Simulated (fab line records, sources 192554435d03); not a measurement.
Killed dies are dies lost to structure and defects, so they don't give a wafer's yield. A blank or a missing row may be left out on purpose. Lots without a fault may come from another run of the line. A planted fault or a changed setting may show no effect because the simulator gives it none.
Split-lot experiment | flow n5_finfet | 7 lots, 21 wafers read, on a route of 1938 steps

THE SPLIT
At N5_BEOL_M8_PECVD_70 (deposits SiO2 from TEOS/O2, target thk 20 nm, time 22.7 s), the setting temp_c was moved away from the recipe's 400 C on 7 of the 21 wafers read, by -3.4% to +3.8%. The other wafers ran this setting at the recipe's value.

FROM THE SPLIT TO THE READING: what the file shows between them, 11 steps
- N5_BEOL_M8_COAT_59: time 60 s, resist thk 100 nm (also split here: spin_rpm)
- N5_BEOL_M8_COAT_60: time 60 s, resist thk 35 nm
- N5_BEOL_M8_COAT_05: resist thk 90 nm
- N5_BEOL_M8_DESCUM_16: chemistry O2, time 7.9 s
- N5_BEOL_M8_ETCH_61: etches SiARC in CF4, target depth 45.5 nm, time 75.8 s
- N5_BEOL_M8_ETCH_62: etches SOC in N2/H2, target depth 110 nm, overetch 22 nm, time 165 s
- N5_BEOL_M8_STRIP_68: strips in N2/H2
- N5_BEOL_M8_STRIP_67: strips in CF4
- N5_BEOL_M8_HM_OPEN_17: chemistry Cl2/BCl3, target TiN, target depth 20 nm, overetch 6 nm
- N5_BEOL_M8_STRIP_19: strips in O2
- N5_BEOL_M8_STRIP_80: strips in N2/H2, time 10 s

THE READING
SiO2_of_BEOL_M8_PECVD_70.thk_nm (the simulator's own value, which no gauge read), in nm, at N5_BEOL_M8_HM_STRIP_39 (strips TiN in peroxide tin strip, target depth 25 nm, time 158 s). The file gives no usual value for it. The 14 wafers here that ran the recipe average 19.7 nm, standard deviation 0.36 nm.

wafer  | tool, chamber at the split | temp_c as run, C | against the recipe | SiO2_of_BEOL_M8_PECVD_70.thk_nm, nm | against lot-mates on the recipe
L077.1 | pecvd-02, 1                | 386.2            | -3.4%              | 21.2                                | +1.2
L077.2 | pecvd-02, 2                | 400              | recipe             | 19.8                                | -
L077.6 | pecvd-02, 2                | 400              | recipe             | 20.2                                | -
L079.2 | pecvd-02, 0                | 408.1            | +2.0%              | 18.6                                | -0.8
L079.4 | pecvd-02, 1                | 400              | recipe             | 19.4                                | -
L079.6 | pecvd-02, 0                | 408.1            | +2.0%              | 18.8                                | -0.6
L080.3 | pecvd-02, 0                | 400              | recipe             | 19.4                                | -
L080.4 | pecvd-02, 2,1              | 400              | recipe             | 19.6                                | -
L080.6 | pecvd-02, 2,1              | 400              | recipe             | 19.6                                | -
L081.1 | pecvd-04, 1                | 411.7            | +2.9%              | 17.6                                | -2.0
L081.2 | pecvd-04, 2                | 411.7            | +2.9%              | 17.4                                | -2.2
L081.3 | pecvd-04, 0                | 400              | recipe             | 19.6                                | -
L083.1 | pecvd-04, 1                | 400              | recipe             | 19.4                                | -
L083.3 | pecvd-04, 2                | 400              | recipe             | 19                                  | -
L083.6 | pecvd-04, 0                | 415.3            | +3.8%              | 17.8                                | -1.4
L085.2 | pecvd-02, 0,1              | 400              | recipe             | 20                                  | -
L085.4 | pecvd-02, 0                | 389.9            | -2.5%              | 21.6                                | +1.7
L085.6 | pecvd-02, 0,1              | 400              | recipe             | 19.8                                | -
L096.4 | pecvd-02, 1,2              | 400              | recipe             | 20                                  | -
L096.5 | pecvd-02, 1,2              | 400              | recipe             | 20                                  | -
L096.6 | pecvd-02, 0                | 400              | recipe             | 20.4                                | -
Where a row lists several chambers, the file gives one row for several wafers and doesn't say which wafer went through which chamber.

THE FIT
A straight line over all 21 wafers: SiO2_of_BEOL_M8_PECVD_70.thk_nm changes by -0.587 nm for each +1% of temp_c; r = -0.93; the points scatter about the line by 0.4 nm.
The same after taking each lot's own level away (the mean of its wafers on the recipe; 21 wafers): -0.495 nm for each +1%; r = -0.93; scatter 0.33 nm.
On that fit, the largest move of temp_c shifts the reading by 1.9 nm.
The lots' own levels span 19.20 to 20.13 nm, that is 2.6 times the standard deviation above.
So the lot-to-lot level changes the slope: the two fits differ.
Check: with one of the wafers moved furthest among these (+3.8%) left out of the fit, the line predicts -2.09 nm for it against its lot-mates. It came out at -1.4 nm against them.

OTHER SPLITS ON THESE WAFERS
These wafers also went through other splits before the reading. Each is held against what the fit with the lots' levels taken away leaves over:
other split on the same wafers | wafers away from the commonest value | r with SiO2_of_BEOL_M8_PECVD_70.thk_nm (lot level and that fit taken away)
N5_BEOL_M7_ETCH_41 bias_w      | 8                                    | -0.15
N5_BEOL_M8_COAT_59 spin_rpm    | 7                                    | +0.07

THE WHOLE CHAIN: every reading that the file lists as answering this split, in the file's order
step                   | what it does                                                     | reading                                                                          | change (the file's fit)               | r (the file's)
N5_BEOL_M8_PECVD_70    | deposits SiO2 from TEOS/O2, target thk 20 nm, time 22.7 s        | SiO2_of_BEOL_M8_PECVD_70.thk_nm (the simulator's own value, which no gauge read) | -0.482 nm for each +1% of the setting | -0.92
N5_BEOL_M8_HM_STRIP_39 | strips TiN in peroxide tin strip, target depth 25 nm, time 158 s | SiO2_of_BEOL_M8_PECVD_70.thk_nm (the simulator's own value, which no gauge read) | -0.469 nm for each +1% of the setting | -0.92

THE FILE'S OWN FIT
SiO2_of_BEOL_M8_PECVD_70.thk_nm changes by -0.469 nm for each +1% of temp_c, r = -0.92.
